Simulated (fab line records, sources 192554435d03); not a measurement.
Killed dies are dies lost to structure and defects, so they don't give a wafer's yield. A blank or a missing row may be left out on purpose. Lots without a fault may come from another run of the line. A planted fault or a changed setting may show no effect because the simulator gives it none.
A struck lot beside a sound one | flow n5_finfet | 14 steps out of a route of 1938
Sound: wafers L217.2, L217.4, L217.6. Struck: wafers L227.1, L227.5, L227.6. The cause comes at the end.
At each step with rows: each side's tool, then ch and its chambers, then its first start. Under that, the readings that differ: sound wafers | struck wafers | difference of the means | sigmas: that difference in standard deviations of wafers without a fault.
alike: readings whose means differ by less than 2 such deviations, and words and numbers that are the same on both sides. not compared: withheld readings, readings that some wafer has no value for, bounds like >300 that may hide the same value, and numbers for which the record gives no deviation and whose values overlap.
The two part at a step that has a row with sigmas, a row that says differs or no value, or rows on one side only. Numbers that don't overlap but have no deviation are shown without sigmas and don't part them. A reading that every wafer of one side lacks parts them only if that side has two wafers or more.

N5_BEOL_M9_ILD_DEP_00: deposits SiCOH lowk from DEMS/porogen, target thk 308.51 nm, time 58 s.
  sound on pecvd-02 ch 1,2, day 10 02:02; struck on pecvd-02 ch 0,2, day 13 07:54
  alike: heater_power_outer_w, heater_power_w, showerhead_plenum_p_Torr, showerhead_vpp_V, throttle_valve_pct
N5_BEOL_M9_CURE_71: cures SiCOH lowk, time 240 s.
  sound on uv_cure-01 ch 0, day 10 02:11; struck on uv_cure-01 ch 2, day 13 07:58
  alike: lamp_power_pct, wafer_temp_C_max
N5_BEOL_M9_THK_MEAS_01:
  sound on film_metro-01, day 10 02:37; struck on film_metro-01, day 13 08:58
  alike: M9_ILD_THK
N5_BEOL_M9_PECVD_70: deposits SiO2 from TEOS/O2, target thk 20 nm, time 22.7 s.
  sound on pecvd-02 ch 1,2, day 10 02:40; struck on pecvd-04 ch 0,1,2, day 13 09:00
  alike: heater_power_outer_w, heater_power_w, showerhead_plenum_p_Torr, showerhead_vpp_V, throttle_valve_pct
N5_BEOL_M9_HM_DEP_02: deposits TiN, target thk 20 nm.
  sound on pvd_sputter-03, day 10 04:16; struck on pvd_sputter-02, day 13 10:56
  alike: throttle_valve_pct
then, 7 steps without rows for these wafers: N5_BEOL_M9_COAT_59 (time 60 s, resist thk 100 nm); N5_BEOL_M9_COAT_60 (time 60 s, resist thk 30 nm); N5_BEOL_M9_COAT_05 (resist thk 90 nm); N5_BEOL_M9_EBR_07; N5_BEOL_M9_SOFTBAKE_06 (time 60 s); N5_BEOL_M9_EXPOSE_08 (exposes mask M9); N5_BEOL_M9_PEB_09 (peb time 60 s).
N5_BEOL_M9_DEVELOP_10: develop time 30 s.
  sound on litho_track-03 ch 0, day 10 04:42; struck on litho_track-03, day 13 11:23
  no value came back on the struck wafers for chill_plate_temp_C (C), develop_time_s (s); on the sound wafers chill_plate_temp_C (C) reads 22.85 22.77 22.84
  reading                                      | sound        | struck       | difference | sigmas
  model.CAR-ArF_of_BEOL_M9_COAT_05.thk_nm (nm) | 88 88.2 87.8 | 90.2 90.2 90 | +2.1       |
N5_BEOL_M9_CD_MEAS_11: target cd 64.1 nm.
  sound on cd_sem-01 ch 0, day 10 04:46; struck on cd_sem-03 ch 0, day 13 11:27
  reading    | sound          | struck | difference                    | sigmas
  cd_nm (nm) | 65.0 64.7 64.8 | - - -  | no value on the struck wafers |

WHERE THEY PART
First at N5_BEOL_M9_DEVELOP_10; last, within this record, at N5_BEOL_M9_CD_MEAS_11.

WHY: what the simulator had put in
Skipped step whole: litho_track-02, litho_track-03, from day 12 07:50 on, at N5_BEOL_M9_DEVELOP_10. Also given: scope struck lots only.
